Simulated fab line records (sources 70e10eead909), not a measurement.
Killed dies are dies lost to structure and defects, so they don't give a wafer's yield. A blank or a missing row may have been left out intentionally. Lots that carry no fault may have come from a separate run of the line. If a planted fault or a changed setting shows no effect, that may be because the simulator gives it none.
Which tool did it? + flow nand harc + at 1 step of a route of 1302, 24 lots with 72 wafers sampled

## WHAT EACH GAUGE READ, for each wafer
NHARC_P_CONTACT_OVL_MEAS_13. Usual: overlay x nm 0.0 nm, standard deviation 0.79; overlay y nm -0.1 nm, standard deviation 0.77.
| lot  | measured     | on         | overlay x nm (nm) | overlay y nm (nm) | flag |
|------|--------------|------------|-------------------|-------------------|------|
| L074 | day 6 06:46  | overlay-01 | 0.4 0.2 0.1       | -0.6 -0.7 -0.6    |      |
| L075 | day 6 12:16  | overlay-01 | 0.8 0.5 0.3       | -0.3 -0.3 -0.1    |      |
| L076 | day 7 02:19  | overlay-01 | 0.7 0.5 0.7       | 1.4 1.0 1.3       |      |
| L077 | day 7 03:01  | overlay-01 | 1.0 1.7 1.9       | -2.0 -1.4 -1.8    |      |
| L078 | day 7 17:35  | overlay-02 | -0.1 0.0 -0.3     | 0.7 0.8 0.7       |      |
| L079 | day 7 23:58  | overlay-01 | 0.5 0.7 0.9       | 0.0 0.0 -0.1      |      |
| L080 | day 8 10:58  | overlay-02 | 0.1 0.9 0.3       | -0.7 -0.3 -0.1    |      |
| L081 | day 9 04:01  | overlay-02 | -0.2 -0.5 -0.4    | 0.9 1.1 1.2       |      |
| L082 | day 9 04:46  | overlay-02 | -0.2 0.1 0.2      | -0.7 -0.6 -1.0    |      |
| L084 | day 9 20:55  | overlay-01 | 1.1 0.8 0.8       | -0.6 -0.1 -0.6    |      |
| L083 | day 9 21:32  | overlay-02 | 0.6 0.2 -0.1      | -1.3 -1.3 -1.5    |      |
| L085 | day 10 18:56 | overlay-01 | 0.6 0.7 0.9       | 0.7 0.1 0.1       |      |
| L086 | day 11 00:50 | overlay-01 | -0.8 -1.1 -1.0    | 0.4 0.8 0.2       |      |
| L087 | day 11 03:23 | overlay-01 | -1.4 -1.9 -1.2    | 0.2 0.2 0.3       |      |
| L088 | day 11 20:25 | overlay-01 | -0.3 -0.7 -0.5    | 0.1 -0.7 -0.4     |      |
| L089 | day 11 21:18 | overlay-01 | 0.3 -0.7 -0.4     | 0.2 0.8 0.4       |      |
| L090 | day 12 16:06 | overlay-01 | -0.5 0.3 -0.2     | -0.8 -0.7 -1.2    |      |
| L091 | day 13 03:04 | overlay-01 | 0.4 0.3 0.4       | 0.1 0.5 0.1       |      |
| L092 | day 13 07:59 | overlay-01 | 0.7 1.0 0.6       | -0.7 -1.7 -1.8    |      |
| L093 | day 14 05:23 | overlay-02 | -1.4 -1.2 -1.3    | 0.1 -0.4 0.0      |      |
| L094 | day 14 11:49 | overlay-02 | -0.6 -0.1 -0.7    | 0.3 0.3 0.5       |      |
| L095 | day 14 12:08 | overlay-02 | -0.6 -0.9 -1.3    | -0.4 0.0 0.6      |      |
| L096 | day 15 01:54 | overlay-01 | -0.5 -0.3 -0.8    | 0.6 0.3 0.5       |      |
| L097 | day 15 10:01 | overlay-02 | -0.3 -0.6 -0.7    | 0.0 0.0 0.5       |      |

## EACH LOT AND THE TOOL THAT RAN IT (in order: tool; ch and the chambers of the sampled wafers; start)
Before these readings, the record contains no process step.

## AS READ BY THE TOOLS THEMSELVES (means over the sampled wafers that have a number; for cases with no such wafer, the mark the record gives instead)
The record holds no such reading with a usual standard deviation.

## THE ANSWER, worked out from the rows above alone
Rule: take the mean of a lot's wafers that have a number; if it is more than 3 standard deviations from the usual mean, the lot is off. Also off: a lot with no number at a reading for which 4 or more lots have one. All remaining lots with rows at the step are treated as sound. After the gauges, taken in route order, come the tools' own readings; for these a lot's mean is taken, as printed above. The first step at which some lot is off is used, and at that step the reading that is off furthest; a lot without a number counts as furthest.
No lot is off on any of the readings shown, so nothing can be concluded from this.

## WHAT THE SIMULATOR PUT IN
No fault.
